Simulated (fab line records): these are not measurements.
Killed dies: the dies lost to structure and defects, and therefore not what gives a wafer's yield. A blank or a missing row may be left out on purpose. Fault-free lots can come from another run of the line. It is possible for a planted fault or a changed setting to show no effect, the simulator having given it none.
Matching of chambers	flow nandHarc	NHARC_A_M1_CMP_23 on cmp-03 has 4 sister chambers
The step polishes, t overpolish 20 s, target thk 154.34 nm. 4 wafers are shown with their chamber, then 7 later ones without.

WAFERS PAIRED WITH THEIR CHAMBERS
wafer	chamber	motorCurrentA (A)
L651.2	1	11.8
L651.6	3	13.8
L652.1	2	14.0
L652.5	0	11.5

WAFERS WHOSE CHAMBER IS MISSING
wafer	motorCurrentA (A)
L652.6	11.1
L656.3	11.5
L656.4	13.9
L656.5	11.6
L657.1	13.6
L657.5	10.8
L657.6	11.4

WHICH CHAMBER EACH WENT THROUGH
wafer	from the rows above	in truth
L652.6	can't be placed: 0 or 1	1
L656.3	can't be placed: 0 or 1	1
L656.4	can't be placed: 2 or 3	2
L656.5	can't be placed: 0 or 1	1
L657.1	can't be placed: 3 or 2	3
L657.5	can't be placed: 0 or 1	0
L657.6	can't be placed: 0 or 1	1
Placed correctly: 0 of 7. Unplaceable from these rows: 7, with the true chamber sitting among the candidates in 7. Placed wrongly: 0.
How it was worked out, from the rows above alone: a wafer's distance from a chamber is the root of the sum, over the readings, of the square of ((its reading less the chamber's mean) divided by the reading's scatter). The wafer belongs to the nearest chamber; if the next one is less than 2 further off, it can't be placed. Each chamber's mean is taken over the wafers shown for it. The scatter (one wafer shown for each chamber): square how far every hidden wafer sits from the nearest shown wafer, average those squares and take the square root.
